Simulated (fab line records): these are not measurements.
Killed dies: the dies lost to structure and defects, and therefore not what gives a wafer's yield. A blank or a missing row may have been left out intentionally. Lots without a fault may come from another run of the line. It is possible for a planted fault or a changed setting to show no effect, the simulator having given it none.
Which tool is to blame? :: flow n5-finfet :: 30 wafers from 10 lots sampled at 5 of the route's 1938 steps

WHAT THE GAUGES SHOWED, per wafer
N5_FIN_SAQP_THK_MEAS_07. Usual: thk-nm reads 60.0 nm (standard deviation 0.86).
lot: L451
measured: day 2 15:27
on: film-metro-02
thk-nm (nm): 60.1 59.4 60.0
flag: 

lot: L452
measured: day 2 21:54
on: film-metro-01
thk-nm (nm): 61.0 62.0 60.5
flag: 

lot: L453
measured: day 3 03:43
on: film-metro-01
thk-nm (nm): 58.9 60.7 59.6
flag: 

lot: L461
measured: day 5 05:47
on: film-metro-02
thk-nm (nm): 60.1 59.4 61.5
flag: 

lot: L462
measured: day 5 09:38
on: film-metro-02
thk-nm (nm): 58.2 59.6 60.9
flag: 

lot: L463
measured: day 5 15:25
on: film-metro-02
thk-nm (nm): 59.9 59.3 59.7
flag: 

lot: L466
measured: day 6 09:48
on: film-metro-01
thk-nm (nm): 60.2 60.6 60.8
flag: 

lot: L467
measured: day 6 15:52
on: film-metro-02
thk-nm (nm): 58.3 59.4 60.7
flag: 

lot: L470
measured: day 7 08:50
on: film-metro-01
thk-nm (nm): 60.5 59.9 60.6
flag: 

lot: L471
measured: day 7 14:46
on: film-metro-02
thk-nm (nm): 61.3 60.3 60.6
flag: 

N5_FIN_SAQP_OVL_MEAS_17. Usual: FIN_CORE_OVL typically reads -0.2 nm, with standard deviation 0.69.
lot: L451
measured: day 2 15:51
on: overlay-02
FIN_CORE_OVL (nm): -1.5 0.0 -1.7
flag: 

lot: L452
measured: day 2 22:25
on: overlay-01
FIN_CORE_OVL (nm): 0.2 -1.1 -1.1
flag: 

lot: L453
measured: day 3 04:14
on: overlay-01
FIN_CORE_OVL (nm): -0.9 -0.7 0.0
flag: 

lot: L461
measured: day 5 06:19
on: overlay-02
FIN_CORE_OVL (nm): 0.3 -1.1 -0.3
flag: 

lot: L462
measured: day 5 10:02
on: overlay-02
FIN_CORE_OVL (nm): -0.1 0.3 0.4
flag: 

lot: L463
measured: day 5 15:49
on: overlay-02
FIN_CORE_OVL (nm): 0.0 0.7 0.0
flag: 

lot: L466
measured: day 6 10:20
on: overlay-02
FIN_CORE_OVL (nm): -1.0 0.4 -1.6
flag: 

lot: L467
measured: day 6 16:23
on: overlay-02
FIN_CORE_OVL (nm): 0.2 -1.3 -0.2
flag: 

lot: L470
measured: day 7 09:23
on: overlay-01
FIN_CORE_OVL (nm): 0.7 1.4 0.4
flag: 

lot: L471
measured: day 7 15:17
on: overlay-02
FIN_CORE_OVL (nm): -0.6 0.6 -0.2
flag: 

N5_BEOL_M4_RC_MEAS_101. Usual: DIBL_N 36.4 mV/V, standard deviation 2; DIBL_P 36.1 mV/V, standard deviation 2.5; IOFF_N 0.16 nA/um, standard deviation 0.037; IOFF_P 0.20 nA/um, standard deviation 0.038; ION_N 670 uA/um, standard deviation 13; ION_P 459 uA/um, standard deviation 8.3; SS_N 71.6 mV/dec, standard deviation 0.69; SS_P 73.3 mV/dec, standard deviation 0.72; VT_N 250 mV, standard deviation 3.4; VT_P -251 mV, standard deviation 3.1.
lot: L451
measured: day 8 11:45
on: prober-01
DIBL_N (mV/V): 34.5 36.0 32.3
DIBL_P (mV/V): 33.9 36.7 32.2
IOFF_N (nA/um): 0.12 0.16 0.10
IOFF_P (nA/um): 0.16 0.21 0.14
ION_N (uA/um): 665 681 654
ION_P (uA/um): 454 467 457
SS_N (mV/dec): 71.7 72.5 70.5
SS_P (mV/dec): 72.6 72.8 71.8
VT_N (mV): 255 247 256
VT_P (mV): -255 -249 -255
flag: 

lot: L452
measured: day 8 22:14
on: prober-01
DIBL_N (mV/V): 34.4 32.4 35.2
DIBL_P (mV/V): 35.5 31.9 36.7
IOFF_N (nA/um): 0.13 0.10 0.15
IOFF_P (nA/um): 0.21 0.16 0.22
ION_N (uA/um): 640 650 673
ION_P (uA/um): 448 450 462
SS_N (mV/dec): 71.0 69.9 70.7
SS_P (mV/dec): 73.1 72.2 72.9
VT_N (mV): 254 256 248
VT_P (mV): -250 -253 -248
flag: 

lot: L453
measured: day 9 03:44
on: prober-01
DIBL_N (mV/V): 34.9 39.3 35.5
DIBL_P (mV/V): 34.7 39.6 34.9
IOFF_N (nA/um): 0.13 0.22 0.14
IOFF_P (nA/um): 0.16 0.25 0.16
ION_N (uA/um): 665 680 663
ION_P (uA/um): 454 461 449
SS_N (mV/dec): 70.6 72.3 71.7
SS_P (mV/dec): 72.8 73.9 73.0
VT_N (mV): 255 249 251
VT_P (mV): -254 -249 -255
flag: 

lot: L463
measured: day 11 10:58
on: prober-02
DIBL_N (mV/V): 39.1 34.5 38.9
DIBL_P (mV/V): 39.9 33.9 38.1
IOFF_N (nA/um): 0.23 0.13 0.21
IOFF_P (nA/um): 0.28 0.17 0.23
ION_N (uA/um): 689 662 670
ION_P (uA/um): 468 451 459
SS_N (mV/dec): 72.3 71.2 72.5
SS_P (mV/dec): 74.1 72.6 73.4
VT_N (mV): 244 250 247
VT_P (mV): -245 -253 -250
flag: 

lot: L466
measured: day 13 02:29
on: prober-01
DIBL_N (mV/V): 37.0 35.0 35.4
DIBL_P (mV/V): 39.0 34.6 36.6
IOFF_N (nA/um): 0.17 0.12 0.13
IOFF_P (nA/um): 0.27 0.20 0.22
ION_N (uA/um): 674 654 661
ION_P (uA/um): 469 461 467
SS_N (mV/dec): 71.6 71.4 71.2
SS_P (mV/dec): 73.9 72.7 73.8
VT_N (mV): 252 254 253
VT_P (mV): -246 -250 -247
flag: 

lot: L467
measured: day 12 15:27
on: prober-02
DIBL_N (mV/V): 39.0 34.5 33.6
DIBL_P (mV/V): 40.1 34.5 33.7
IOFF_N (nA/um): 0.21 0.12 0.11
IOFF_P (nA/um): 0.25 0.16 0.15
ION_N (uA/um): 684 657 654
ION_P (uA/um): 464 454 450
SS_N (mV/dec): 72.2 71.0 71.1
SS_P (mV/dec): 73.8 72.7 72.6
VT_N (mV): 248 255 255
VT_P (mV): -249 -255 -254
flag: 

lot: L470
measured: day 13 16:30
on: prober-01
DIBL_N (mV/V): 36.7 37.6 35.3
DIBL_P (mV/V): 36.9 36.4 34.9
IOFF_N (nA/um): 0.18 0.17 0.13
IOFF_P (nA/um): 0.19 0.18 0.17
ION_N (uA/um): 676 668 651
ION_P (uA/um): 455 445 452
SS_N (mV/dec): 71.4 71.6 70.8
SS_P (mV/dec): 74.0 73.9 72.3
VT_N (mV): 246 247 251
VT_P (mV): -254 -255 -256
flag: 

lot: L471
measured: day 14 01:40
on: prober-01
DIBL_N (mV/V): 36.2 37.2 38.3
DIBL_P (mV/V): 36.3 37.4 38.5
IOFF_N (nA/um): 0.15 0.18 0.20
IOFF_P (nA/um): 0.22 0.22 0.26
ION_N (uA/um): 688 674 703
ION_P (uA/um): 473 459 484
SS_N (mV/dec): 71.5 72.4 71.7
SS_P (mV/dec): 73.5 74.0 73.7
VT_N (mV): 248 249 243
VT_P (mV): -250 -252 -248
flag: 

EACH LOT AND THE TOOL THAT RAN IT (in order: tool; ch and the chambers of the sampled wafers; start)
lot: L451
N5_FIN_SAQP_RECESS_75: vapor-etch-01 ch 1, day 2 16:52
N5_FIN_SAQP_ETCH_67: rie-diel-04 ch 1,2,3, day 2 20:00

lot: L452
N5_FIN_SAQP_RECESS_75: vapor-etch-02 ch 0,1, day 2 23:48
N5_FIN_SAQP_ETCH_67: rie-diel-05 ch 0,2, day 3 02:13

lot: L453
N5_FIN_SAQP_RECESS_75: vapor-etch-02 ch 0, day 3 05:20
N5_FIN_SAQP_ETCH_67: rie-diel-04 ch 0,1,3, day 3 07:45

lot: L461
N5_FIN_SAQP_RECESS_75: vapor-etch-02 ch 0,1, day 5 07:06
N5_FIN_SAQP_ETCH_67: rie-diel-05 ch 0,1,2, day 5 09:13

lot: L462
N5_FIN_SAQP_RECESS_75: vapor-etch-02 ch 0,1, day 5 10:56
N5_FIN_SAQP_ETCH_67: rie-diel-02 ch 0,1,3, day 5 13:11

lot: L463
N5_FIN_SAQP_RECESS_75: vapor-etch-02 ch 0,1, day 5 16:35
N5_FIN_SAQP_ETCH_67: rie-diel-04 ch 0,1,3, day 5 18:41

lot: L466
N5_FIN_SAQP_RECESS_75: vapor-etch-02 ch 0,1, day 6 11:05
N5_FIN_SAQP_ETCH_67: rie-diel-02 ch 0,2,3, day 6 13:27

lot: L467
N5_FIN_SAQP_RECESS_75: vapor-etch-02 ch 0,1, day 6 17:09
N5_FIN_SAQP_ETCH_67: rie-diel-04 ch 0,1,2, day 6 19:29

lot: L470
N5_FIN_SAQP_RECESS_75: vapor-etch-02 ch 0,1, day 7 10:11
N5_FIN_SAQP_ETCH_67: rie-diel-02 ch 1,2,3, day 7 12:32

lot: L471
N5_FIN_SAQP_RECESS_75: vapor-etch-02 ch 0,1, day 7 16:05
N5_FIN_SAQP_ETCH_67: rie-diel-05 ch 0,3, day 7 18:10
- N5_FIN_SAQP_RECESS_75: chemistry HF/NH3, target SiO2, target depth 14.4 nm, afs cycles 3, sublimation time 60 s.
- N5_FIN_SAQP_ETCH_67: etches SiNx in CH3F/O2, target depth 30 nm.

AS READ BY THE TOOLS THEMSELVES (means over the sampled wafers that have a number; for cases with no such wafer, the mark the record gives instead)
N5_FIN_SAQP_RECESS_75. Usual: drypump-motor-current-A 5.83 A, standard deviation 0.14; sublimation-temp-c 180.02 C, standard deviation 0.17; temp-c 30.00 C, standard deviation 0.11.
lot: L451
tool: vapor-etch-01
drypump-motor-current-A (A): 6.09
sublimation-temp-c (C): 179.91
temp-c (C): 29.97
flag: 

lot: L452
tool: vapor-etch-02
drypump-motor-current-A (A): 5.74
sublimation-temp-c (C): 179.89
temp-c (C): 30.09
flag: 

lot: L453
tool: vapor-etch-02
drypump-motor-current-A (A): 5.83
sublimation-temp-c (C): 179.84
temp-c (C): 30.08
flag: 

lot: L461
tool: vapor-etch-02
drypump-motor-current-A (A): -
sublimation-temp-c (C): -
temp-c (C): -
flag: OFF

lot: L462
tool: vapor-etch-02
drypump-motor-current-A (A): -
sublimation-temp-c (C): -
temp-c (C): -
flag: OFF

lot: L463
tool: vapor-etch-02
drypump-motor-current-A (A): 5.74
sublimation-temp-c (C): 180.00
temp-c (C): 30.05
flag: 

lot: L466
tool: vapor-etch-02
drypump-motor-current-A (A): 5.75
sublimation-temp-c (C): 179.88
temp-c (C): 30.02
flag: 

lot: L467
tool: vapor-etch-02
drypump-motor-current-A (A): 5.74
sublimation-temp-c (C): 179.96
temp-c (C): 29.94
flag: 

lot: L470
tool: vapor-etch-02
drypump-motor-current-A (A): 5.74
sublimation-temp-c (C): 180.01
temp-c (C): 30.00
flag: 

lot: L471
tool: vapor-etch-02
drypump-motor-current-A (A): 5.78
sublimation-temp-c (C): 180.16
temp-c (C): 30.05
flag: 

N5_FIN_SAQP_ETCH_67. Usual: drypump-motor-current-A 5.7 A (standard deviation 0.4); mfc-ar-sccm 150.0 sccm (standard deviation 0.44); oes-product-au 0.75 a.u. (standard deviation 0.085); rf-fwd-power-W 390.7 W (standard deviation 1.5); rf-vpp-V 292 V (standard deviation 7.7); showerhead-plenum-p-Torr 2.00 Torr (standard deviation 0.085); throttle-valve-pct 16.33 % (standard deviation 0.2).
lot: L451
tool: rie-diel-04
drypump-motor-current-A (A): 5.6
mfc-ar-sccm (sccm): 150.3
oes-product-au (a.u.): 0.70
rf-fwd-power-W (W): 390.6
rf-vpp-V (V): 294
showerhead-plenum-p-Torr (Torr): 2.02
throttle-valve-pct (%): 16.31
flag: 

lot: L452
tool: rie-diel-05
drypump-motor-current-A (A): 5.3
mfc-ar-sccm (sccm): 150.2
oes-product-au (a.u.): 0.75
rf-fwd-power-W (W): 390.0
rf-vpp-V (V): 290
showerhead-plenum-p-Torr (Torr): 1.91
throttle-valve-pct (%): 16.19
flag: 

lot: L453
tool: rie-diel-04
drypump-motor-current-A (A): 5.7
mfc-ar-sccm (sccm): 149.6
oes-product-au (a.u.): 0.79
rf-fwd-power-W (W): 390.0
rf-vpp-V (V): 297
showerhead-plenum-p-Torr (Torr): 2.06
throttle-valve-pct (%): 16.19
flag: 

lot: L461
tool: rie-diel-05
drypump-motor-current-A (A): 5.6
mfc-ar-sccm (sccm): 150.3
oes-product-au (a.u.): 0.74
rf-fwd-power-W (W): 390.3
rf-vpp-V (V): 291
showerhead-plenum-p-Torr (Torr): 1.99
throttle-valve-pct (%): 16.31
flag: 

lot: L462
tool: rie-diel-02
drypump-motor-current-A (A): 6.2
mfc-ar-sccm (sccm): 150.0
oes-product-au (a.u.): 0.69
rf-fwd-power-W (W): 390.1
rf-vpp-V (V): 291
showerhead-plenum-p-Torr (Torr): 1.99
throttle-valve-pct (%): 16.26
flag: 

lot: L463
tool: rie-diel-04
drypump-motor-current-A (A): 5.7
mfc-ar-sccm (sccm): 150.0
oes-product-au (a.u.): 0.76
rf-fwd-power-W (W): 391.0
rf-vpp-V (V): 297
showerhead-plenum-p-Torr (Torr): 2.06
throttle-valve-pct (%): 16.23
flag: 

lot: L466
tool: rie-diel-02
drypump-motor-current-A (A): 6.1
mfc-ar-sccm (sccm): 150.5
oes-product-au (a.u.): 0.70
rf-fwd-power-W (W): 389.9
rf-vpp-V (V): 284
showerhead-plenum-p-Torr (Torr): 1.96
throttle-valve-pct (%): 16.34
flag: 

lot: L467
tool: rie-diel-04
drypump-motor-current-A (A): 5.5
mfc-ar-sccm (sccm): 149.8
oes-product-au (a.u.): 0.77
rf-fwd-power-W (W): 391.2
rf-vpp-V (V): 293
showerhead-plenum-p-Torr (Torr): 2.06
throttle-valve-pct (%): 16.35
flag: 

lot: L470
tool: rie-diel-02
drypump-motor-current-A (A): 6.0
mfc-ar-sccm (sccm): 150.0
oes-product-au (a.u.): 0.78
rf-fwd-power-W (W): 389.7
rf-vpp-V (V): 292
showerhead-plenum-p-Torr (Torr): 2.00
throttle-valve-pct (%): 16.22
flag: 

lot: L471
tool: rie-diel-05
drypump-motor-current-A (A): 5.4
mfc-ar-sccm (sccm): 150.2
oes-product-au (a.u.): 0.95
rf-fwd-power-W (W): 391.4
rf-vpp-V (V): 286
showerhead-plenum-p-Torr (Torr): 2.01
throttle-valve-pct (%): 16.29
flag: 

THE ANSWER, worked out from the rows above alone
Rule: a lot counts as off when the mean over its wafers that have a number is more than 3 standard deviations away from the usual mean. Also off: a lot with no number at a reading for which 4 or more lots have one. Where the step has rows for the other lots, those lots are counted as sound. The gauges are gone through in route order, then the tools' own readings, and for those a lot's mean is taken as printed above. The first step at which some lot is off is used, and at that step the reading that is off furthest; a lot without a number counts as furthest.
Off: L461, L462, at N5_FIN_SAQP_RECESS_75 (drypump-motor-current-A). Without a number there: L461, L462.
A tool fits if, at that step or a process step before it, it ran every lot that is off, and no sound lot after the first of them. Of those tried, none fits.

WHAT HAD BEEN PUT IN BY THE SIMULATOR
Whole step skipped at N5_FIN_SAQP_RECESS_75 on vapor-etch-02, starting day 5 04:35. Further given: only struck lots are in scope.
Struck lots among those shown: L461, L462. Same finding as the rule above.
